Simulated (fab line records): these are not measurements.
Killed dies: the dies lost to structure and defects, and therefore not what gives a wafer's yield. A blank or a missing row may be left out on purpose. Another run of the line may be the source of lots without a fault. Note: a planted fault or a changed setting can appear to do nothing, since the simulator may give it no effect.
Chamber matching || flow nandHarc || NHARC_A_STAIRCASE_ETCH_313 on rieDiel-01 has 4 sister chambers
The step etches the open film in CF4/CHF3. 18 wafers are shown with their chamber, then 9 later ones without.

EACH WAFER AND ITS CHAMBER
{"wafer": "L075.3", "chamber": 3, "showerheadPlenumPTorr (Torr)": 1.65, "drypumpMotorCurrentA (A)": 6.2, "rfVppV (V)": 373.1}
{"wafer": "L075.4", "chamber": 1, "showerheadPlenumPTorr (Torr)": 1.59, "drypumpMotorCurrentA (A)": 5.7, "rfVppV (V)": 370.2}
{"wafer": "L075.5", "chamber": 1, "showerheadPlenumPTorr (Torr)": 1.59, "drypumpMotorCurrentA (A)": 5.7, "rfVppV (V)": 371.3}
{"wafer": "L079.2", "chamber": 1, "showerheadPlenumPTorr (Torr)": 1.59, "drypumpMotorCurrentA (A)": 5.6, "rfVppV (V)": 371.8}
{"wafer": "L079.3", "chamber": 0, "showerheadPlenumPTorr (Torr)": 1.47, "drypumpMotorCurrentA (A)": 6.3, "rfVppV (V)": 367.7}
{"wafer": "L079.6", "chamber": 1, "showerheadPlenumPTorr (Torr)": 1.59, "drypumpMotorCurrentA (A)": 5.7, "rfVppV (V)": 369.9}
{"wafer": "L081.1", "chamber": 2, "showerheadPlenumPTorr (Torr)": 1.57, "drypumpMotorCurrentA (A)": 6.6, "rfVppV (V)": 370.5}
{"wafer": "L081.2", "chamber": 1, "showerheadPlenumPTorr (Torr)": 1.59, "drypumpMotorCurrentA (A)": 5.7, "rfVppV (V)": 371.0}
{"wafer": "L081.6", "chamber": 2, "showerheadPlenumPTorr (Torr)": 1.57, "drypumpMotorCurrentA (A)": 6.6, "rfVppV (V)": 371.1}
{"wafer": "L082.2", "chamber": 3, "showerheadPlenumPTorr (Torr)": 1.64, "drypumpMotorCurrentA (A)": 6.3, "rfVppV (V)": 372.8}
{"wafer": "L082.4", "chamber": 0, "showerheadPlenumPTorr (Torr)": 1.47, "drypumpMotorCurrentA (A)": 6.3, "rfVppV (V)": 364.9}
{"wafer": "L082.6", "chamber": 1, "showerheadPlenumPTorr (Torr)": 1.59, "drypumpMotorCurrentA (A)": 5.7, "rfVppV (V)": 371.9}
{"wafer": "L085.1", "chamber": 3, "showerheadPlenumPTorr (Torr)": 1.64, "drypumpMotorCurrentA (A)": 6.2, "rfVppV (V)": 373.4}
{"wafer": "L085.5", "chamber": 0, "showerheadPlenumPTorr (Torr)": 1.46, "drypumpMotorCurrentA (A)": 6.4, "rfVppV (V)": 367.3}
{"wafer": "L085.6", "chamber": 1, "showerheadPlenumPTorr (Torr)": 1.59, "drypumpMotorCurrentA (A)": 5.7, "rfVppV (V)": 371.4}
{"wafer": "L089.2", "chamber": 3, "showerheadPlenumPTorr (Torr)": 1.64, "drypumpMotorCurrentA (A)": 6.3, "rfVppV (V)": 373.8}
{"wafer": "L089.3", "chamber": 2, "showerheadPlenumPTorr (Torr)": 1.57, "drypumpMotorCurrentA (A)": 6.6, "rfVppV (V)": 370.0}
{"wafer": "L089.5", "chamber": 2, "showerheadPlenumPTorr (Torr)": 1.57, "drypumpMotorCurrentA (A)": 6.6, "rfVppV (V)": 370.2}

SIGNATURES (averages over the wafers above)
{"reading": "showerheadPlenumPTorr", "chamber 0": 1.4667, "chamber 1": 1.5900, "chamber 2": 1.5700, "chamber 3": 1.6425, "scatter within a chamber": 0.00318}
{"reading": "drypumpMotorCurrentA", "chamber 0": 6.333, "chamber 1": 5.686, "chamber 2": 6.600, "chamber 3": 6.250, "scatter within a chamber": 0.0425}
{"reading": "rfVppV", "chamber 0": 366.633, "chamber 1": 371.071, "chamber 2": 370.450, "chamber 3": 373.275, "scatter within a chamber": 0.817}
Rule: for each reading, subtract the chamber's mean from the wafer's reading, divide by that reading's scatter and square the result; add these up over the readings and take the root, which gives the wafer's distance from the chamber. The wafer belongs to the nearest chamber; if the next one is less than 2 further off, it can't be placed. The scatter: take each reading less its chamber's mean, square it, sum over the shown wafers, divide by the number of wafers less the number of chambers, and take the root.

WAFERS WHOSE CHAMBER IS MISSING
{"wafer": "L091.1", "showerheadPlenumPTorr (Torr)": 1.59, "drypumpMotorCurrentA (A)": 5.7, "rfVppV (V)": 370.8}
{"wafer": "L091.5", "showerheadPlenumPTorr (Torr)": 1.59, "drypumpMotorCurrentA (A)": 5.7, "rfVppV (V)": 372.7}
{"wafer": "L091.6", "showerheadPlenumPTorr (Torr)": 1.57, "drypumpMotorCurrentA (A)": 6.6, "rfVppV (V)": 371.2}
{"wafer": "L093.2", "showerheadPlenumPTorr (Torr)": 1.59, "drypumpMotorCurrentA (A)": 5.7, "rfVppV (V)": 370.4}
{"wafer": "L093.3", "showerheadPlenumPTorr (Torr)": 1.56, "drypumpMotorCurrentA (A)": 6.6, "rfVppV (V)": 371.3}
{"wafer": "L093.6", "showerheadPlenumPTorr (Torr)": 1.64, "drypumpMotorCurrentA (A)": 6.2, "rfVppV (V)": 373.9}
{"wafer": "L096.1", "showerheadPlenumPTorr (Torr)": 1.64, "drypumpMotorCurrentA (A)": 6.3, "rfVppV (V)": 372.2}
{"wafer": "L096.2", "showerheadPlenumPTorr (Torr)": 1.56, "drypumpMotorCurrentA (A)": 6.7, "rfVppV (V)": 370.5}
{"wafer": "L096.3", "showerheadPlenumPTorr (Torr)": 1.46, "drypumpMotorCurrentA (A)": 6.3, "rfVppV (V)": 366.4}

EACH ONE'S CHAMBER
{"wafer": "L091.1", "from the rows above": 1, "in truth": 1}
{"wafer": "L091.5", "from the rows above": 1, "in truth": 1}
{"wafer": "L091.6", "from the rows above": 2, "in truth": 2}
{"wafer": "L093.2", "from the rows above": 1, "in truth": 1}
{"wafer": "L093.3", "from the rows above": 2, "in truth": 2}
{"wafer": "L093.6", "from the rows above": 3, "in truth": 3}
{"wafer": "L096.1", "from the rows above": 3, "in truth": 3}
{"wafer": "L096.2", "from the rows above": 2, "in truth": 2}
{"wafer": "L096.3", "from the rows above": 0, "in truth": 0}
Correct placement for 9 of the 9. From these rows, 0 cannot be placed. Wrongly placed: 0.
